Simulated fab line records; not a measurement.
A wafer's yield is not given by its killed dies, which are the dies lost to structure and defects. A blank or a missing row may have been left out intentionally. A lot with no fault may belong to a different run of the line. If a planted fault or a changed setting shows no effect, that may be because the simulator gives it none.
3 desks, one fault ; flow n5_finfet ; each desk holds nothing but its own numbers, with what lay behind them at the end

DESK OF THE TOOL OWNER: rie_diel-06
The tool's own readings at N5_MOL_CONTACT_COAG_VIA_ETCH_46 (etches SiO2 in C4F6/O2, target depth 46 nm, overetch 9.2 nm, time 40 s): means of the sampled wafers that have a number, for each lot that ran on this tool. Any lot whose mean is over 4 standard deviations away from the usual mean is out of limits and marked OUT; that distance is given in the brackets.
Columns: A = bias_w at N5_MOL_CONTACT_COAG_VIA_ETCH_46, usual 455.0 W; B = drypump_motor_current_A at N5_MOL_CONTACT_COAG_VIA_ETCH_46, usual 5.7 A; C = oes_product_au at N5_MOL_CONTACT_COAG_VIA_ETCH_46, usual 0.68 a.u.; D = rf_vpp_V at N5_MOL_CONTACT_COAG_VIA_ETCH_46, usual 1581 V; E = showerhead_plenum_p_Torr at N5_MOL_CONTACT_COAG_VIA_ETCH_46, usual 2.83 Torr; F = throttle_valve_pct at N5_MOL_CONTACT_COAG_VIA_ETCH_46, usual 41.1 %
lot;first seen here;A;B;C;D;E;F
L894;day 9 01:04;456.0;5.8;0.67;1594;2.91;41.4
L900;day 10 12:26;408.6 (-33) OUT;5.7;0.72;1470 (-5.3) OUT;2.82;41.0
L901;day 10 16:28;408.0 (-34) OUT;5.8;0.66;1464 (-5.6) OUT;2.86;41.0
This desk's verdict: out of limits on L900, L901, starting with L900 at day 10 12:26 (bias_w at N5_MOL_CONTACT_COAG_VIA_ETCH_46). L894: within limits.

METROLOGY DESK
Means of the sampled wafers that have a number, per lot and without regard to the tool the lot ran on: this is what the gauges read. Any lot whose mean is over 4 standard deviations away from the usual mean is out of limits and marked OUT; that distance is given in the brackets. Readings shown: 7 of its 11, picked as those furthest out on some lot.
Columns: A = VG_OVL at N5_MOL_CONTACT_COAG_OVL_MEAS_85, usual 0.4 nm; B = DIBL_N at N5_BEOL_M4_RC_MEAS_101, usual 35.9 mV/V; C = DIBL_P at N5_BEOL_M4_RC_MEAS_101, usual 35.9 mV/V; D = IOFF_P at N5_BEOL_M4_RC_MEAS_101, usual 0.21 nA/um; E = ION_P at N5_BEOL_M4_RC_MEAS_101, usual 461 uA/um; F = SS_P at N5_BEOL_M4_RC_MEAS_101, usual 73.2 mV/dec; G = VT_P at N5_BEOL_M4_RC_MEAS_101, usual -250 mV
lot;first seen here;A;B;C;D;E;F;G
L888;day 7 07:19;-0.0;35.6;34.7;0.19;459;72.7;-251
L894;day 8 23:26;0.8;34.3;34.3;0.15;451;72.8;-258
L897;day 9 17:33;1.1;35.4;35.6;0.19;455;72.4;-249
L900;day 10 11:52;1.6;37.0;36.3;0.22;461;73.0;-250
L901;day 10 15:55;-0.1;34.7;35.9;0.20;466;72.9;-252
L902;day 10 21:13;0.1;37.7;38.9;0.23;460;74.1;-251
This desk found nothing out of limits on any of the 6 lots.

THE DEFECT DESK
Per lot, the means of the sampled wafers with a number show what the inspections along the route counted. Any lot whose mean is over 4 standard deviations away from the usual mean is out of limits and marked OUT; that distance is given in the brackets.
Columns: A = raw_defect_count at N5_MOL_CONTACT_COAG_INSPECT_57, usual 189
lot;first seen here;A
L888;day 7 07:23;168
L894;day 8 23:29;176
L897;day 9 17:36;249
L900;day 10 11:55;284
L901;day 10 15:58;191
L902;day 10 21:25;234
This desk found nothing out of limits on any of the 6 lots.

TAKEN TOGETHER
At day 10 12:26, on L900, L901, the tool owner's desk was in a position to raise an alarm.
The metrology desk saw nothing out of limits.
Nothing out of limits was seen by the defect desk.
The metrology desk holds a record of L900, L901, inside its limits.
The defect desk has L900, L901 on record, within its limits.
On rie_diel-06, each named lot ran N5_MOL_CONTACT_COAG_VIA_ETCH_46.

WHAT THE SIMULATOR HAD PUT IN
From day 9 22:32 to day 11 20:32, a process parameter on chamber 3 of rie_diel-06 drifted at N5_MOL_CONTACT_COAG_VIA_ETCH_46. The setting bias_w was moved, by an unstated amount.
Lots struck among those shown: L900, L901.
How many hours passed from the start of the fault until each desk's first out-of-limits reading: the tool owner's desk, 14.
